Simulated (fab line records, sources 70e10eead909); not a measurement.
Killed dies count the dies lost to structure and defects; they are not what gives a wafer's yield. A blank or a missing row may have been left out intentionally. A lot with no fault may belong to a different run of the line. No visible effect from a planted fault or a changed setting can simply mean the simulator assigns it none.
Matching of chambers + flow nand harc + pecvd-01 running NHARC_A_STAIRCASE_DEP_259: 3 sister chambers
The step deposits SiON, target thk 30 nm. 6 wafers are shown with their chamber, then 12 later ones without.

== WAFERS WITH THEIR CHAMBER ==
| wafer  | chamber | heater power w (W) | heater power outer w (W) |
|--------|---------|--------------------|--------------------------|
| L084.6 | 2       | 973                | 592                      |
| L085.4 | 1       | 785                | 521                      |
| L085.6 | 2       | 848                | 508                      |
| L089.1 | 1       | 760                | 508                      |
| L089.2 | 0       | 819                | 483                      |
| L089.5 | 0       | 823                | 475                      |

== WAFERS WITHOUT THEIR CHAMBER ==
| wafer  | heater power w (W) | heater power outer w (W) |
|--------|--------------------|--------------------------|
| L088.1 | 922                | 542                      |
| L088.2 | 815                | 483                      |
| L088.6 | 829                | 476                      |
| L092.2 | 776                | 510                      |
| L092.3 | 827                | 478                      |
| L092.5 | 792                | 473                      |
| L093.4 | 702                | 393                      |
| L093.5 | 712                | 471                      |
| L093.6 | 954                | 576                      |
| L097.1 | 779                | 505                      |
| L097.2 | 785                | 449                      |
| L097.6 | 783                | 502                      |

== WHICH CHAMBER EACH ONE RAN IN ==
| wafer  | from the rows above     | in truth |
|--------|-------------------------|----------|
| L088.1 | 2                       | 2        |
| L088.2 | can't be placed: 0 or 1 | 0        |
| L088.6 | can't be placed: 0 or 1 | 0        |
| L092.2 | can't be placed: 1 or 0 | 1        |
| L092.3 | can't be placed: 0 or 1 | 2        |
| L092.5 | can't be placed: 0 or 1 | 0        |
| L093.4 | can't be placed: 0 or 1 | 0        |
| L093.5 | can't be placed: 1 or 0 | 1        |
| L093.6 | 2                       | 2        |
| L097.1 | can't be placed: 1 or 0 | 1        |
| L097.2 | can't be placed: 0 or 1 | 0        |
| L097.6 | can't be placed: 1 or 0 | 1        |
Placed correctly: 2 of 12. Cannot be placed on the basis of these rows: 10; the candidates contain the true chamber in 9. Placed wrongly: 0.
How it was worked out, from the rows above alone: a wafer's distance from a chamber is the root of the sum, over the readings, of the square of ((its reading less the chamber's mean) divided by the reading's scatter). The wafer belongs to the nearest chamber; if the next one is less than 2 further off, it can't be placed. The mean given for a chamber averages the wafers shown for that chamber. The scatter is the square root of a quotient: the sum, over the shown wafers, of each reading's squared deviation from its chamber's mean, divided by wafers minus chambers.
